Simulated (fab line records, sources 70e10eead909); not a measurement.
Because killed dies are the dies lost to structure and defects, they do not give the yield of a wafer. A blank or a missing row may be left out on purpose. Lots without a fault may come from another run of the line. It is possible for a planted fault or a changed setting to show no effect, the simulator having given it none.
Comparing a struck lot with a sound one || flow nand-harc || 41 steps out of a route of 1159
Sound: these wafers, L505.3, L505.4, L505.5. Struck: wafer L513.4 (L513.1, L513.2, from the same lot, were not struck and are left out); the cause is given at the end.
Per side, at each step with rows, come the tool, then ch with its chambers, and then its first start. Under that, the readings that differ: sound wafers || struck wafers || difference of the means || sigmas: that difference in standard deviations of wafers without a fault.
alike: readings whose means differ by less than 2 such deviations, and words and numbers that are the same on both sides. not compared: withheld readings, readings that some wafer has no value for, bounds like >300 that may hide the same value, and numbers for which the record gives no deviation and whose values overlap.
Wherever a step has rows on one side only, a row that says differs or no value, or a row with sigmas, the two part there. When numbers do not overlap yet have no deviation, they are printed without sigmas and do not part them. A reading that every wafer of one side lacks parts them only if that side has two wafers or more.

first, 6 steps without rows for these wafers: NHARC_A_SGD_CUT_COAT_03 (resist thk 90 nm); NHARC_A_SGD_CUT_SOFTBAKE_04 (time 55 s); NHARC_A_SGD_CUT_EBR_05; NHARC_A_SGD_CUT_EXPOSE_06 (exposes mask SGD); NHARC_A_SGD_CUT_PEB_07 (peb time 65 s); NHARC_A_SGD_CUT_DEVELOP_08 (develop time 35 s).
NHARC_A_SGD_CUT_CD_MEAS_09 targets a cd of 100 nm.
  sound on cd-sem-02 ch 0, day 14 04:11; struck on cd-sem-03 ch 0, day 16 10:59
  alike: cd-nm
NHARC_A_SGD_CUT_OVL_MEAS_10:
  sound on overlay-01 at day 14 04:16; struck on overlay-02 at day 16 11:04
  alike: overlay-x-nm, overlay-y-nm
NHARC_A_SGD_CUT_INSPECT_11:
  sound on defect-inspect-02 at day 14 04:18; struck on defect-inspect-02 at day 16 11:07
  alike: raw-defect-count
then, 3 steps without rows for these wafers: NHARC_A_SGD_CUT_DESCUM_14 (chemistry O2, time 3 s); NHARC_A_SGD_CUT_ETCH_58 (etches the open film in CF4, target depth 39 nm, time 65 s); NHARC_A_SGD_CUT_ETCH_59 (etches the open film in N2/H2, target depth 260 nm, time 406.25 s).
NHARC_A_SGD_CUT_ETCH_15: etches the open film in CH3F/O2, target depth 75 nm, time 64.3 s.
  sound on rie-diel-04 ch 1,2,3, day 14 04:51; struck on rie-diel-12 ch 3, day 16 11:48
{"reading": "ch3f-flow-sccm (sccm)", "sound": "50.23 50.18 50.07", "struck": 49.79, "difference": -0.37, "sigmas": -2}
  alike: drypump-motor-current-A, oes-product-au, rf-vpp-V, showerhead-plenum-p-Torr, throttle-valve-pct
  not compared: rf-hours-counter-h
then, 2 steps without rows for these wafers: NHARC_A_SGD_CUT_ETCH_16 (etches the open film in C4F8/O2/Ar, target depth 310.5 nm, time 155.2 s); NHARC_A_SGD_CUT_STRIP_60 (strips in C4F8/O2/Ar).
NHARC_A_SGD_CUT_STRIP_17: strips in O2.
  sound: rie-diel-04 ch 1,2,3; struck: rie-diel-12 ch 3
  alike: drypump-motor-current-A, oes-product-au, rf-vpp-V, showerhead-plenum-p-Torr, throttle-valve-pct
  not compared: rf-hours-counter-h
then, 5 steps without rows for these wafers: NHARC_A_SGD_CUT_PRECLEAN_18 (cleans in SC1); NHARC_A_SGD_CUT_SRD_19; NHARC_A_SGD_CUT_DEP_20 (deposits SiO2, target thk 150 nm); NHARC_A_SGD_CUT_ANNEAL_27 (time 1800 s); NHARC_A_SGD_CUT_CMP_21 (polishes, target thk 148.19 nm).
NHARC_A_SGD_CUT_THK_MEAS_22: measures by ellipsometry.
  sound on film-metro-02 at day 14 10:17; struck on film-metro-01 at day 16 17:59
  alike: thk-nm
then, 3 steps without rows for these wafers: NHARC_A_SGD_CUT_SRD_23; NHARC_A_SGD_CUT_ETCH_26 (etches SiO2 in dHF, target depth 45.8 nm); NHARC_A_SGD_CUT_ETCHBACK_24 (etches the open film in CH3F/O2, target depth 50 nm, time 92.857 s).
NHARC_A_SGD_CUT_STRIP_28: strips in O2, time 20 s.
  sound: rie-diel-04 ch 0,2; struck: rie-diel-04 ch 2
  alike: drypump-motor-current-A, oes-product-au, rf-vpp-V, showerhead-plenum-p-Torr, throttle-valve-pct
  not compared: rf-hours-counter-h
NHARC_A_SLIT_DEP_25: deposits SiO2, target thk 200 nm.
  sound on pecvd-03 ch 0,1,2, day 14 10:59; struck on pecvd-03 ch 1, day 16 18:32
  alike: heater-power-w, throttle-valve-pct
NHARC_A_SLIT_DEP_00: deposits aC, target thk 3200 nm.
  sound on acl-dep-01 ch 0, day 14 14:31; struck on acl-dep-02 ch 0, day 16 19:17
  alike: throttle-valve-pct
then, 9 steps without rows for these wafers: NHARC_A_SLIT_DEP_23 (deposits SiON, target thk 100 nm); NHARC_A_SLIT_DEHYDRATE_01 (time 120 s); NHARC_A_SLIT_HMDS_02 (time 30 s); NHARC_A_SLIT_COAT_03 (resist thk 90 nm); NHARC_A_SLIT_SOFTBAKE_04 (time 55 s); NHARC_A_SLIT_EBR_05; NHARC_A_SLIT_EXPOSE_06 (exposes mask SLIT); NHARC_A_SLIT_PEB_07 (peb time 65 s); NHARC_A_SLIT_DEVELOP_08 (develop time 35 s).
NHARC_A_SLIT_CD_MEAS_09 targets a cd of 300 nm.
  sound on cd-sem-02 ch 0, day 14 16:32; struck on cd-sem-03 ch 0, day 16 21:58
{"reading": "cd-nm (nm)", "sound": "299.6 299.7 299.5", "struck": 300.6, "difference": "+1.0", "sigmas": "+2"}
NHARC_A_SLIT_OVL_MEAS_10:
  sound on overlay-02 at day 14 16:38; struck on overlay-02 at day 16 22:04
  alike: overlay-x-nm, overlay-y-nm
NHARC_A_SLIT_DESCUM_14: chemistry O2, time 3 s.
  sound on rie-diel-05 ch 0,3, day 14 16:45; struck on rie-diel-05 ch 0, day 16 22:10
  alike: drypump-motor-current-A, oes-product-au, rf-vpp-V, showerhead-plenum-p-Torr, throttle-valve-pct
  not compared: rf-hours-counter-h
-- break in the record here, with 5 days between the starts of the struck wafers on either side (left off in module A_SLIT, picked up again in module END, where the first step shown is number 1159 on the route) --
NHARC_END_SORT_01:
  at this point the record logs the struck wafers (prober-01 ch 0, day 21 18:07) and has no rows for the sound ones

WHERE THEY PART
At NHARC_A_SGD_CUT_ETCH_15 first; at NHARC_END_SORT_01 last (within this record only).

WHY: what the simulator had put in
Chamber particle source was rie-diel-12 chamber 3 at NHARC_A_SGD_CUT_ETCH_15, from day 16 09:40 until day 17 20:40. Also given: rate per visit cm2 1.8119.
